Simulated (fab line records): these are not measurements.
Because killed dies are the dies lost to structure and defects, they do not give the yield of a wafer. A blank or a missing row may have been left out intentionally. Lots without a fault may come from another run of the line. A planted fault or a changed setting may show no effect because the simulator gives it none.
What tool caused it?    flow n5_finfet    11 lots, 33 wafers sampled, at 6 steps of a route of 1938

== WHAT EACH GAUGE READ, for each wafer ==
The record lacks any reading of a measuring or inspecting step that a usual standard deviation could be used to judge.

== TOOL THAT RAN EACH LOT (tool first, then ch and the chambers of the sampled wafers, then the start) ==
lot   N5_BEOL_M9_TRENCH_ETCH_37                      N5_BEOL_M9_CURE_72             N5_BEOL_M9_PRE_CLEAN_45       N5_BEOL_M9_ECD_50               N5_BEOL_M9_CMP_52              N5_PASSIVATION_PROBE_49
L254  rie_diel-01 ch 1,2,3, day 11 07:00 or earlier  uv_cure-03 ch 1, day 11 07:00  pvd_sputter-03, day 11 07:31  ecd_cu-02 ch 0,1, day 11 08:17  cmp-01 ch 1,2,3, day 11 08:44  -
L253  rie_diel-04 ch 1,3, day 11 12:59 or earlier    uv_cure-03 ch 1, day 11 12:59  pvd_sputter-02, day 11 13:17  ecd_cu-01 ch 0,1, day 11 14:18  cmp-03 ch 1,2,3, day 11 14:53  -
L256  rie_diel-04 ch 0,1,3, day 12 05:20 or earlier  uv_cure-02 ch 1, day 12 05:20  pvd_sputter-02, day 12 07:38  ecd_cu-02 ch 0,1, day 12 08:22  cmp-03 ch 0,1,3, day 12 08:47  -
L258  rie_diel-06 ch 1,2,3, day 12 16:40 or earlier  uv_cure-03 ch 0, day 12 16:40  pvd_sputter-03, day 12 19:19  ecd_cu-01 ch 0,1, day 12 20:17  cmp-01 ch 1,2,3, day 12 20:44  -
L257  rie_diel-01 ch 2,3, day 13 00:27 or earlier    uv_cure-01 ch 0, day 13 00:27  pvd_sputter-02, day 13 01:10  ecd_cu-02 ch 0,1, day 13 01:59  cmp-03 ch 1,2, day 13 03:00    -
L260  rie_diel-01 ch 1,2, day 13 17:46 or earlier    uv_cure-02 ch 2, day 13 17:46  pvd_sputter-03, day 13 18:04  ecd_cu-02 ch 0,1, day 13 19:28  cmp-03 ch 0,1,2, day 13 20:21  -
L263  rie_diel-06 ch 0,2,3, day 14 07:28 or earlier  uv_cure-01 ch 1, day 14 07:28  pvd_sputter-02, day 14 07:55  ecd_cu-02 ch 0,1, day 14 08:56  cmp-02 ch 1,2,3, day 14 09:38  prober-01, day 17 06:34
L268  rie_diel-04 ch 0,1,3, day 15 11:11 or earlier  uv_cure-01 ch 2, day 15 11:11  pvd_sputter-02, day 15 11:28  ecd_cu-01 ch 0,1, day 15 12:25  cmp-01 ch 2,3, day 15 12:50    -
L270  rie_diel-01 ch 1,2,3, day 15 22:36 or earlier  uv_cure-03 ch 0, day 15 22:36  pvd_sputter-01, day 15 22:56  ecd_cu-02 ch 0, day 15 23:41    cmp-01 ch 0,3, day 16 00:06    -
L274  rie_diel-06 ch 1,3, day 16 05:23 or earlier    uv_cure-03 ch 0, day 16 05:23  pvd_sputter-02, day 16 06:32  ecd_cu-01 ch 0,1, day 16 07:22  cmp-02 ch 0,1,2, day 16 08:00  -
L273  rie_diel-06 ch 0,3, day 17 00:29 or earlier    uv_cure-02 ch 2, day 17 00:29  pvd_sputter-02, day 17 01:00  ecd_cu-01 ch 0,1, day 17 02:07  cmp-02 ch 0,1, day 17 02:46    -
- N5_BEOL_M9_TRENCH_ETCH_37: etches SiCOH lowk in C4F6/O2, target depth 151.43 nm, time 49 s.
- N5_BEOL_M9_CURE_72: cures SiCOH lowk, time 120 s.
- N5_BEOL_M9_PRE_CLEAN_45: time 30 s.
- N5_BEOL_M9_ECD_50: material Cu, target thk 318 nm.
- N5_BEOL_M9_CMP_52: polishes, stops on SiCOH lowk, t overpolish 7 s, target thk 140 nm.
- N5_PASSIVATION_PROBE_49

== WHAT THE TOOLS THEMSELVES READ (means of the sampled wafers that have a number; where no wafer has one, the mark that the record gives instead) ==
N5_BEOL_M9_TRENCH_ETCH_37. Usual: drypump_motor_current_A 5.4 A (standard deviation 0.31); oes_o_777_au 0.84 a.u. (standard deviation 0.082); oes_product_au 0.83 a.u. (standard deviation 0.078); rf_fwd_power_W 341.5 W (standard deviation 1.7); rf_vpp_V 661 V (standard deviation 15); showerhead_plenum_p_Torr 2.85 Torr (standard deviation 0.075); throttle_valve_pct 20.99 % (standard deviation 0.24).
lot   tool         drypump_motor_current_A (A)  oes_o_777_au (a.u.)  oes_product_au (a.u.)  rf_fwd_power_W (W)  rf_vpp_V (V)  showerhead_plenum_p_Torr (Torr)  throttle_valve_pct (%)  flag
L254  rie_diel-01  5.4                          0.79                 0.80                   340.6               670           2.92                             21.10                   
L253  rie_diel-04  5.5                          0.96                 0.95                   342.6               661           2.87                             20.95                   
L256  rie_diel-04  5.4                          0.94                 0.93                   341.8               662           2.88                             21.01                   
L258  rie_diel-06  5.3                          0.82                 0.82                   340.3               661           2.82                             20.67                   
L257  rie_diel-01  5.2                          0.81                 0.82                   341.4               659           2.88                             21.12                   
L260  rie_diel-01  5.3                          0.79                 0.79                   341.9               656           2.91                             21.11                   
L263  rie_diel-06  5.3                          0.75                 0.73                   339.6               650           2.79                             21.01                   
L268  rie_diel-04  5.4                          0.88                 0.85                   341.7               661           2.86                             21.04                   
L270  rie_diel-01  5.4                          0.76                 0.77                   341.6               669           2.90                             21.15                   
L274  rie_diel-06  5.2                          0.76                 0.76                   340.3               649           2.78                             20.78                   
L273  rie_diel-06  5.3                          0.71                 0.68                   339.1               638           2.72                             21.25                   

N5_BEOL_M9_CURE_72. Usual: lamp_power_pct 52.31 %, standard deviation 0.049; wafer_temp_C_max 371.5, standard deviation 0.36.
lot   tool        lamp_power_pct (%)  wafer_temp_C_max  flag
L254  uv_cure-03  52.34               371.3             
L253  uv_cure-03  52.31               371.5             
L256  uv_cure-02  52.31               371.7             
L258  uv_cure-03  52.29               371.4             
L257  uv_cure-01  52.32               371.7             
L260  uv_cure-02  52.29               372.1             
L263  uv_cure-01  52.33               371.1             
L268  uv_cure-01  52.33               371.5             
L270  uv_cure-03  52.29               371.5             
L274  uv_cure-03  52.32               371.5             
L273  uv_cure-02  52.32               371.7             

N5_BEOL_M9_PRE_CLEAN_45. Usual: heater_power_w 321 W, standard deviation 18.
lot   tool            heater_power_w (W)  flag
L254  pvd_sputter-03  326                 
L253  pvd_sputter-02  310                 
L256  pvd_sputter-02  307                 
L258  pvd_sputter-03  328                 
L257  pvd_sputter-02  314                 
L260  pvd_sputter-03  336                 
L263  pvd_sputter-02  305                 
L268  pvd_sputter-02  291                 
L270  pvd_sputter-01  326                 
L274  pvd_sputter-02  306                 
L273  pvd_sputter-02  312                 

N5_BEOL_M9_CMP_52. Usual: barrier_field_endpoint_s 29.1 s, standard deviation 0.93; motor_current_A 6.2 A, standard deviation 0.78; overpolish_run_s 7.000 s, standard deviation 0.0092; time_to_endpoint_s 67 s, standard deviation 4.7.
lot   tool    barrier_field_endpoint_s (s)  motor_current_A (A)  overpolish_run_s (s)  time_to_endpoint_s (s)  flag
L254  cmp-01  29.3                          6.5                  7.000                 67                      
L253  cmp-03  28.4                          6.1                  6.999                 59                      
L256  cmp-03  28.8                          5.6                  6.998                 66                      
L258  cmp-01  29.0                          6.5                  7.010                 66                      
L257  cmp-03  29.0                          6.1                  7.004                 69                      
L260  cmp-03  29.0                          5.6                  6.997                 139                     OFF
L263  cmp-02  28.2                          6.3                  6.997                 129                     OFF
L268  cmp-01  28.4                          6.5                  6.999                 63                      
L270  cmp-01  28.3                          6.4                  7.000                 66                      
L274  cmp-02  30.1                          6.6                  7.000                 69                      
L273  cmp-02  30.3                          5.9                  7.005                 68                      

N5_PASSIVATION_PROBE_49. Usual: defect_limited_yield 91.0 %, standard deviation 1.4; killed_at_M0_to_M3 34, standard deviation 10; killed_at_M4_up 15, standard deviation 5.5; killed_at_contacts 12, standard deviation 6.1; killed_at_front_end 41, standard deviation 12; killed_at_other 4, standard deviation 3.4; killed_dies 106, standard deviation 17; killed_open 70, standard deviation 13; killed_short 34, standard deviation 7.4; sort_bin_4_leakage 0.01 %, standard deviation 0.065; sort_bin_5_function 5.3 %, standard deviation 1; sort_bin_6_memory 3.4 %, standard deviation 0.69; sort_bin_8_speed 0.03 %, standard deviation 0.22; sort_n_pass 1073, standard deviation 17; sort_yield_pct 91.0 %, standard deviation 1.4.
lot   tool       defect_limited_yield (%)  killed_at_M0_to_M3  killed_at_M4_up  killed_at_contacts  killed_at_front_end  killed_at_other  killed_dies  killed_open  killed_short  sort_bin_4_leakage (%)  sort_bin_5_function (%)  sort_bin_6_memory (%)  sort_bin_8_speed (%)  sort_n_pass  sort_yield_pct (%)  flag
L263  prober-01  91.3                      30                  17               15                  37                   3                102          62           38            0.00                    5.4                      2.9                    0.00                  1078         91.3                

== THE ANSWER, worked out from the rows above alone ==
Rule: take the mean of a lot's wafers that have a number; if it is more than 3 standard deviations from the usual mean, the lot is off. A lot without any number at a reading at which 4 lots or more have one is off too. Any other lot the step has rows for is counted as sound. The gauges are gone through in route order, then the tools' own readings, and for those a lot's mean is taken as printed above. The first step at which some lot is off is used, and at that step the reading that is off furthest; a lot without a number counts as furthest.
Off, at N5_BEOL_M9_CMP_52 on time_to_endpoint_s: L260, L263.
If a tool, at that step or one of the process steps before it, ran each lot that is off and ran no sound lot following the first of them, it fits. N5_BEOL_M9_TRENCH_ETCH_37 gives no start for some lots, so the hours and the order of its lots are those of N5_BEOL_M9_CURE_72. Not one of the candidates tried fits.

== WHAT WAS PUT IN BY THE SIMULATOR ==
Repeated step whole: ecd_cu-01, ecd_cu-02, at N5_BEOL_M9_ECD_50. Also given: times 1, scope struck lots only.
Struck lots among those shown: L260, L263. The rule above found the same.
